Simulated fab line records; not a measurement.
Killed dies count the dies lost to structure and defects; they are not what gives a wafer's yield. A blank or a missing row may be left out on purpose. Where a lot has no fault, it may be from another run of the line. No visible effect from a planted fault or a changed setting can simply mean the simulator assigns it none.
Which tool was responsible? + flow nandHarc + 13 lots, 39 wafers sampled, at 6 steps of a route of 1159

## WHAT THE GAUGES SHOWED, per wafer
NHARC_P_GATE_OVL_MEAS_27. Usual: overlayXNm -0.2 nm, standard deviation 1; overlayYNm 0.0 nm, standard deviation 0.7.
| lot  | measured     | on         | overlayXNm (nm) | overlayYNm (nm) | flag |
|------|--------------|------------|-----------------|-----------------|------|
| L364 | day 4 11:45  | overlay-01 | -1.0 -1.1 -1.1  | 0.2 -0.3 -0.5   |      |
| L366 | day 5 05:21  | overlay-01 | -0.4 0.0 -0.2   | -0.5 -1.1 -0.7  |      |
| L370 | day 6 05:41  | overlay-02 | 0.5 1.2 1.3     | -0.5 0.0 0.0    |      |
| L372 | day 6 18:52  | overlay-01 | 0.2 0.0 0.4     | -0.6 -0.7 -0.9  |      |
| L373 | day 6 19:01  | overlay-02 | -0.1 -0.3 0.5   | 1.2 0.5 0.4     |      |
| L378 | day 7 20:37  | overlay-01 | -0.9 -0.8 -1.1  | 0.7 0.9 0.8     |      |
| L379 | day 8 15:53  | overlay-01 | -2.0 -1.8 -2.0  | -1.1 -0.7 -0.6  |      |
| L381 | day 8 21:15  | overlay-01 | -1.4 -0.8 -0.7  | -0.8 -0.6 -0.3  |      |
| L383 | day 9 10:26  | overlay-01 | 1.4 0.9 1.1     | 0.4 1.1 0.4     |      |
| L382 | day 9 10:37  | overlay-01 | -1.4 -1.8 -1.7  | 0.1 0.5 0.5     |      |
| L385 | day 9 19:27  | overlay-01 | 0.2 0.2 0.2     | -0.1 -0.2 0.5   |      |
| L386 | day 10 11:11 | overlay-01 | 0.1 -0.2 -0.1   | -1.6 -0.9 -0.3  |      |
| L387 | day 10 11:55 | overlay-02 | 0.4 0.2 0.4     | 0.2 0.3 0.9     |      |

NHARC_P_GATE_CD_MEAS_46: target cd 720 nm. Usual: 720.5 nm for cdNm, sd 2.5.
| lot  | measured     | on       | cdNm (nm)         | flag |
|------|--------------|----------|-------------------|------|
| L364 | day 4 23:44  | cdSem-02 | 719.5 719.6 718.8 |      |
| L366 | day 5 17:37  | cdSem-01 | 725.9 718.8 719.8 |      |
| L370 | day 6 18:13  | cdSem-01 | - - -             | OFF  |
| L372 | day 7 06:43  | cdSem-03 | 718.2 717.2 719.5 |      |
| L373 | day 7 07:08  | cdSem-01 | 719.8 719.8 724.3 |      |
| L378 | day 8 08:43  | cdSem-03 | 722.7 726.8 720.8 |      |
| L379 | day 9 03:50  | cdSem-01 | 720.4 722.9 720.7 |      |
| L381 | day 9 09:03  | cdSem-02 | 717.5 719.7 719.0 |      |
| L383 | day 9 22:27  | cdSem-03 | 724.0 726.9 720.7 |      |
| L382 | day 9 22:36  | cdSem-02 | 718.4 720.9 722.9 |      |
| L385 | day 10 07:25 | cdSem-03 | 718.9 719.2 720.9 |      |
| L386 | day 10 23:11 | cdSem-02 | 718.5 722.3 719.0 |      |
| L387 | day 10 23:50 | cdSem-03 | 719.5 721.8 718.9 |      |

NHARC_END_SORT_01. Usual: killedAtArray 28, standard deviation 10; killedAtOther 0.6, standard deviation 1.1; killedAtPeriphery 3.6, standard deviation 2.6; killedDies 32, standard deviation 10; killedOpen 3.3, standard deviation 1.8; killedShort 1.9, standard deviation 1.4.
| lot  | measured     | on        | killedAtArray | killedAtOther | killedAtPeriphery | killedDies  | killedOpen | killedShort | flag |
|------|--------------|-----------|---------------|---------------|-------------------|-------------|------------|-------------|------|
| L370 | day 22 01:16 | prober-02 | 37 41 38      | 0 0 1         | 640 636 638       | 677 677 677 | 2 3 1      | 3 1 3       | OFF  |
| L373 | day 22 01:18 | prober-01 | 29 37 44      | 3 3 1         | 0 7 2             | 32 47 47    | 2 1 4      | 1 3 2       |      |

## WHAT TOOL EACH LOT RAN ON (gives the tool, then ch and the chambers of the sampled wafers, and finally the start)
| lot  | NHARC_P_GATE_HM_DEP_102      | NHARC_P_GATE_ALD_36              | NHARC_P_GATE_EXPOSE_43           |
|------|------------------------------|----------------------------------|----------------------------------|
| L364 | aclDep-03 ch 0, day 4 10:27  | aldSin-04 ch 0,1,2, day 4 15:16  | krfScanner-04 ch 0, day 4 23:35  |
| L366 | aclDep-02 ch 0, day 5 04:14  | aldSin-03 ch 0,2,3, day 5 09:57  | krfScanner-04 ch 0, day 5 17:28  |
| L370 | aclDep-03 ch 0, day 6 04:14  | aldSin-01 ch 0,1,3, day 6 08:42  | krfScanner-04 ch 0, day 6 18:03  |
| L372 | aclDep-03 ch 0, day 6 17:27  | aldSin-03 ch 0,3, day 6 20:13    | krfScanner-04 ch 0, day 7 06:34  |
| L373 | aclDep-02 ch 0, day 6 17:27  | aldSin-01 ch 1,2,3, day 6 20:40  | krfScanner-04 ch 0, day 7 06:59  |
| L378 | aclDep-02 ch 0, day 7 19:19  | aldSin-03 ch 1,3, day 7 22:13    | krfScanner-02 ch 0, day 8 08:34  |
| L379 | aclDep-03 ch 0, day 8 14:29  | aldSin-01 ch 0,3, day 8 18:20    | krfScanner-03 ch 0, day 9 03:40  |
| L381 | aclDep-03 ch 0, day 8 20:16  | aldSin-03 ch 0,1,3, day 9 00:43  | krfScanner-03 ch 0, day 9 08:54  |
| L383 | aclDep-03 ch 0, day 9 09:08  | aldSin-01 ch 0,1,3, day 9 11:52  | krfScanner-04 ch 0, day 9 22:17  |
| L382 | aclDep-01 ch 0, day 9 09:14  | aldSin-04 ch 1,2, day 9 12:03    | krfScanner-03 ch 0, day 9 22:27  |
| L385 | aclDep-02 ch 0, day 9 17:54  | aldSin-03 ch 0,1, day 9 22:04    | krfScanner-03 ch 0, day 10 07:15 |
| L386 | aclDep-02 ch 0, day 10 09:52 | aldSin-04 ch 1,3, day 10 13:37   | krfScanner-03 ch 0, day 10 23:01 |
| L387 | aclDep-02 ch 0, day 10 10:43 | aldSin-03 ch 0,2,3, day 10 14:20 | krfScanner-04 ch 0, day 10 23:40 |
- NHARC_P_GATE_HM_DEP_102: deposits aC, target thk 120 nm.
- NHARC_P_GATE_ALD_36: deposits SiNx, target thk 20 nm, pulse time 60 s, ald cycles 223.
- NHARC_P_GATE_EXPOSE_43: exposes mask P NSD, target cd 720 nm.

## AS READ BY THE TOOLS THEMSELVES (means over the sampled wafers that have a number; for cases with no such wafer, the mark the record gives instead)
NHARC_P_GATE_HM_DEP_102. Usual: susceptorTempC 400.02 C, standard deviation 0.2; throttleValvePct 35.001 %, standard deviation 0.0099.
| lot  | tool      | susceptorTempC (C) | throttleValvePct (%) | flag |
|------|-----------|--------------------|----------------------|------|
| L364 | aclDep-03 | 400.03             | 34.991               |      |
| L366 | aclDep-02 | -                  | 35.002               | OFF  |
| L370 | aclDep-03 | 399.99             | 35.007               |      |
| L372 | aclDep-03 | -                  | 34.994               | OFF  |
| L373 | aclDep-02 | 400.08             | 35.001               |      |
| L378 | aclDep-02 | 400.06             | 34.986               |      |
| L379 | aclDep-03 | -                  | 35.002               | OFF  |
| L381 | aclDep-03 | 399.74             | 35.008               |      |
| L383 | aclDep-03 | -                  | 34.992               | OFF  |
| L382 | aclDep-01 | -                  | 34.997               | OFF  |
| L385 | aclDep-02 | 399.89             | 34.998               |      |
| L386 | aclDep-02 | -                  | 34.995               | OFF  |
| L387 | aclDep-02 | -                  | 35.002               | OFF  |

NHARC_P_GATE_ALD_36. Usual: heaterPowerW 838 W, standard deviation 73; precursorPulseHeightRel 1.000, standard deviation 0.022; susceptorTempC 399.99 C, standard deviation 0.22.
| lot  | tool      | heaterPowerW (W) | precursorPulseHeightRel | susceptorTempC (C) | flag |
|------|-----------|------------------|-------------------------|--------------------|------|
| L364 | aldSin-04 | 859              | 0.989                   | 399.87             |      |
| L366 | aldSin-03 | 904              | 0.992                   | 400.15             |      |
| L370 | aldSin-01 | 813              | 1.023                   | 399.97             |      |
| L372 | aldSin-03 | 890              | 1.012                   | 400.29             |      |
| L373 | aldSin-01 | 778              | 1.023                   | 399.82             |      |
| L378 | aldSin-03 | 871              | 0.979                   | 399.93             |      |
| L379 | aldSin-01 | 825              | 1.005                   | 400.03             |      |
| L381 | aldSin-03 | 850              | 1.003                   | 400.18             |      |
| L383 | aldSin-01 | 804              | 0.998                   | 399.97             |      |
| L382 | aldSin-04 | 791              | 0.995                   | 400.04             |      |
| L385 | aldSin-03 | 842              | 0.980                   | 399.80             |      |
| L386 | aldSin-04 | 830              | 0.982                   | 400.10             |      |
| L387 | aldSin-03 | 917              | 1.022                   | 400.12             |      |

## THE ANSWER, worked out from the rows above alone
Rule: a lot is off if the mean of its wafers that have a number lies more than 3 standard deviations from the usual mean. A lot without any number at a reading at which 4 lots or more have one is off too. All remaining lots with rows at the step are treated as sound. After the gauges, taken in route order, come the tools' own readings; for these a lot's mean is taken, as printed above. At the first step where some lot is off, the reading lying furthest off is the one used; lots without a number count as furthest.
Off at NHARC_P_GATE_CD_MEAS_46 (cdNm): L370. Without a number there: L370.
A tool fits if, at a process step before that reading, it ran every lot that is off, and no sound lot after the first of them. The gauges at NHARC_P_GATE_CD_MEAS_46 aren't tried: what is off there is off at NHARC_END_SORT_01 too, on other tools, and a gauge's error can't cause that. No candidate that was tried fits.

## WHAT THE SIMULATOR HAD PUT IN
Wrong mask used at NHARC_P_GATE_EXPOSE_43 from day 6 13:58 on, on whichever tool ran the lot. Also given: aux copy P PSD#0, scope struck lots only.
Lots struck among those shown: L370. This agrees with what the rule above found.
